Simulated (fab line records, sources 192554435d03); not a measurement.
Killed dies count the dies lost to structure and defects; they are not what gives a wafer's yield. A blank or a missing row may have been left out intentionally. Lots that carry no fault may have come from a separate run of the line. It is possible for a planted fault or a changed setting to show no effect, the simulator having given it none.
Matching of chambers | flow n5Finfet | N5_MOL_CONTACT_COAG_ETCH_105 on rieDiel-04 has 4 sister chambers
The step etches SiARC in CF4, target depth 15.6 nm, time 26 s. 4 wafers are shown with their chamber, then 10 later ones without.

WAFERS, EACH WITH ITS CHAMBER
wafer  | chamber | drypumpMotorCurrentA (A)
L086.3 | 3       | 5.5
L088.4 | 1       | 5.5
L094.1 | 2       | 5.1
L094.2 | 0       | 6.3

WAFERS WITH NO CHAMBER GIVEN
wafer  | drypumpMotorCurrentA (A)
L094.6 | 6.2
L095.1 | 5.1
L095.2 | 5.5
L095.4 | 5.5
L096.2 | 6.2
L096.4 | 5.1
L096.5 | 5.5
L097.1 | 5.5
L097.2 | 6.3
L097.5 | 5.5

THE CHAMBER EACH PASSED THROUGH
wafer  | from the rows above     | in truth
L094.6 | 0                       | 0
L095.1 | 2                       | 2
L095.2 | can't be placed: 1 or 3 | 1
L095.4 | can't be placed: 1 or 3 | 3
L096.2 | 0                       | 0
L096.4 | 2                       | 2
L096.5 | can't be placed: 1 or 3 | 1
L097.1 | can't be placed: 1 or 3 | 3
L097.2 | 0                       | 0
L097.5 | can't be placed: 1 or 3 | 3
Correct placement for 5 of the 10. Unplaceable from these rows: 5, with the true chamber sitting among the candidates in 5. Number placed wrongly: 0.
How it was worked out, from the rows above alone: a wafer's distance from a chamber is the root of the sum, over the readings, of the square of ((its reading less the chamber's mean) divided by the reading's scatter). If the next closest chamber is less than 2 further off than the closest, the wafer can't be placed; otherwise it belongs to the closest. A chamber's mean is the mean of its shown wafers. The scatter (one wafer shown for each chamber): square how far every hidden wafer sits from the nearest shown wafer, average those squares and take the square root.
